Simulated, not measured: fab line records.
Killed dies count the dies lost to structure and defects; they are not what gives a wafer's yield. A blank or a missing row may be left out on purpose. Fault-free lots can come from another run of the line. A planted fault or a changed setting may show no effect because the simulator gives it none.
Chamber matching -- flow nand_harc -- 4 sister chambers for NHARC_A_STAIRCASE_CMP_152 on cmp-02
The step polishes. 4 wafers are shown with their chamber, then 7 later ones without.

== WAFERS, EACH WITH ITS CHAMBER ==
wafer,chamber,motor_current_A (A)
L080.6,0,10.9
L082.5,1,10.3
L085.2,3,11.3
L085.3,2,10.9

== WAFERS WITH NO CHAMBER GIVEN ==
wafer,motor_current_A (A)
L085.5,10.5
L092.2,10.1
L092.3,10.4
L092.6,10.4
L094.1,11.0
L094.3,9.3
L094.4,10.2

== WHICH CHAMBER EACH ONE RAN IN ==
wafer,from the rows above,in truth
L085.5,can't be placed: 1 or 0 or 2 or 3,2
L092.2,can't be placed: 1 or 0 or 2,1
L092.3,can't be placed: 1 or 0 or 2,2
L092.6,can't be placed: 1 or 0 or 2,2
L094.1,can't be placed: 0 or 2 or 3 or 1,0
L094.3,can't be placed: 1 or 0 or 2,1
L094.4,can't be placed: 1 or 0 or 2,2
0 of 7 placed correctly. Cannot be placed on the basis of these rows: 7; the candidates contain the true chamber in 7. Wrongly placed: 0.
How it was worked out, from the rows above alone: a wafer's distance from a chamber is the root of the sum, over the readings, of the square of ((its reading less the chamber's mean) divided by the reading's scatter). The wafer belongs to the nearest chamber; if the next one is less than 2 further off, it can't be placed. Each chamber's mean is taken over the wafers shown for it. The scatter: root of mean squared gap, hidden wafer to nearest shown wafer, with one shown wafer a chamber.
